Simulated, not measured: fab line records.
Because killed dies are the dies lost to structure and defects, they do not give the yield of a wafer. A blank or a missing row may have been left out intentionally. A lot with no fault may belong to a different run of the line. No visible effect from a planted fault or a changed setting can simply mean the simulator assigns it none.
A struck lot beside a sound one | flow n5 finfet | 16 out of 1938 route steps
Sound: wafers L990.1, L990.5, L990.6. Struck: wafer L107.3 (left out: L107.4, L107.6 of the same lot, which were not struck); the cause appears at the end.
Each step with rows lists, per side, the tool, then ch with its chambers, then its first start. Under that, the readings that differ: sound wafers | struck wafers | difference of the means | sigmas: that difference in standard deviations of wafers without a fault.
alike: readings whose means differ by less than 2 such deviations, and words and numbers that are the same on both sides. not compared: withheld readings, readings that some wafer has no value for, bounds like >300 that may hide the same value, and numbers for which the record gives no deviation and whose values overlap.
A row with sigmas, a row that says differs or no value, or rows on one side alone: a step with any of these is where the two part. Numbers that don't overlap but have no deviation are shown without sigmas and don't part them. Lack of a reading on every wafer of one side parts them only where that side has two or more wafers.

first, 4 steps without rows for these wafers: N5_BEOL_M4_SOFTBAKE_23 (time 60 s); N5_BEOL_M4_EXPOSE_25 (exposes mask V3, defocus 5 nm); N5_BEOL_M4_PEB_26 (peb time 60 s); N5_BEOL_M4_DEVELOP_27 (develop time 30 s).
N5_BEOL_M4_CD_MEAS_28: target cd 26.2 nm, target cd y 24.1 nm.
  sound on cd sem-03 ch 0, day 8 05:29; struck on cd sem-02 ch 0, day 11 20:56
  alike: cd nm
N5_BEOL_M4_OVL_MEAS_29:
  sound on overlay-02 ch 0, day 8 05:31; struck on overlay-01 ch 0, day 11 20:58
  alike: V3_OVL
N5_BEOL_M4_INSPECT_30: inspects for defects (brightfield).
  sound on defect inspect-01 at day 8 05:34; struck on defect inspect-02 at day 11 21:01
  alike: raw defect count
N5_BEOL_M4_DESCUM_33: chemistry O2, time 7 s.
  sound on rie diel-03 ch 0,1, day 8 05:37; struck on rie diel-03 ch 3, day 11 21:03
  alike: drypump motor current A, oes product au, rf vpp V, showerhead plenum p Torr, temp c, throttle valve pct
  not compared: rf hours counter h
N5_BEOL_M4_ETCH_77: etches underlayer in N2/H2, target depth 6.5 nm, time 5.2 s.
  sound on rie diel-03 ch 0,1, day 8 05:38; struck on rie diel-03 ch 3, day 11 21:05
  reading             | sound             | struck | difference | sigmas
  h2 flow sccm (sccm) | 199.4 199.2 200.5 | 201.3  | +1.6       | +3
  alike: drypump motor current A, etch rf on time s, n2 flow sccm, oes product au, rf vpp V, showerhead plenum p Torr, throttle valve pct
  not compared: rf hours counter h
N5_BEOL_M4_ETCH_69: etches SiARC in CF4, target depth 15.6 nm, time 26 s.
  sound on rie diel-03 ch 0,1, day 8 05:40; struck on rie diel-03 ch 3, day 11 21:06
  alike: drypump motor current A, etch rf on time s, oes product au, rf vpp V, showerhead plenum p Torr, throttle valve pct
  not compared: rf hours counter h
N5_BEOL_M4_ALD_98: deposits SiO2, target thk 2.5 nm, pulse time 1 s, co reactant pulse time 1 s.
  sound on ald sin-02 ch 1,2, day 8 05:44; struck on ald sin-02 ch 1, day 11 21:11
  alike: heater power w, precursor pulse height rel
N5_BEOL_M4_ETCHBACK_99: etches SiO2 in CHF3, target depth 5 nm, time 10.4 s.
  sound on rie diel-02 ch 1,2,3, day 8 11:00; struck on rie diel-02 ch 2, day 12 13:46
  reading                | sound             | struck | difference | sigmas
  oes_f_703_au (a.u.)    | 0.73 0.73 0.73    | 1.01   | +0.28      | +5
  oes product au (a.u.)  | 0.72 0.71 0.73    | 1.01   | +0.29      | +5
  throttle valve pct (%) | 17.26 17.05 17.54 | 16.64  | -0.64      | -3
  alike: drypump motor current A, rf vpp V, showerhead plenum p Torr
  not compared: rf hours counter h
N5_BEOL_M4_ETCH_70: etches SOC in N2/H2, target depth 80 nm, overetch 24 nm, time 130 s.
  sound on rie diel-02 ch 1,2,3, day 8 11:02; struck on rie diel-02 ch 2, day 12 13:48
  reading                | sound             | struck | difference | sigmas
  h2 flow sccm (sccm)    | 200.0 200.1 199.9 | 180.3  | -19.7      | -31
  oes product au (a.u.)  | 0.54 0.52 0.53    | 0.72   | +0.19      | +4
  throttle valve pct (%) | 18.12 17.80 18.22 | 16.87  | -1.18      | -5
  alike: drypump motor current A, n2 flow sccm, rf vpp V, showerhead plenum p Torr, temp c
  not compared: rf hours counter h
then, 1 step without rows for these wafers: N5_BEOL_M4_STRIP_71 (strips in N2/H2).
N5_BEOL_M4_RC_MEAS_101:
  sound on prober-02 ch 0, day 8 15:58; struck on prober-02 ch 0, day 12 18:28
  reading        | sound          | struck | difference | sigmas
  DIBL_P (mV/V)  | 36.8 35.5 38.2 | 41.4   | +4.6       | +2
  IOFF_N (nA/um) | 0.18 0.16 0.21 | 0.28   | +0.10      | +3
  IOFF_P (nA/um) | 0.22 0.21 0.24 | 0.32   | +0.10      | +3
  SS_N (mV/dec)  | 71.2 71.3 71.9 | 73.6   | +2.1       | +3
  alike: DIBL_N, ION_N, ION_P, SS_P, VT_N, VT_P
N5_PASSIVATION_PROBE_49:
  the record holds rows for the sound wafers here (prober-02, day 12 19:47) but none for the struck ones

== WHERE THEY PART ==
Earliest at N5_BEOL_M4_ETCH_77; latest, in this record, at N5_PASSIVATION_PROBE_49.

WHY: whatever the simulator had introduced
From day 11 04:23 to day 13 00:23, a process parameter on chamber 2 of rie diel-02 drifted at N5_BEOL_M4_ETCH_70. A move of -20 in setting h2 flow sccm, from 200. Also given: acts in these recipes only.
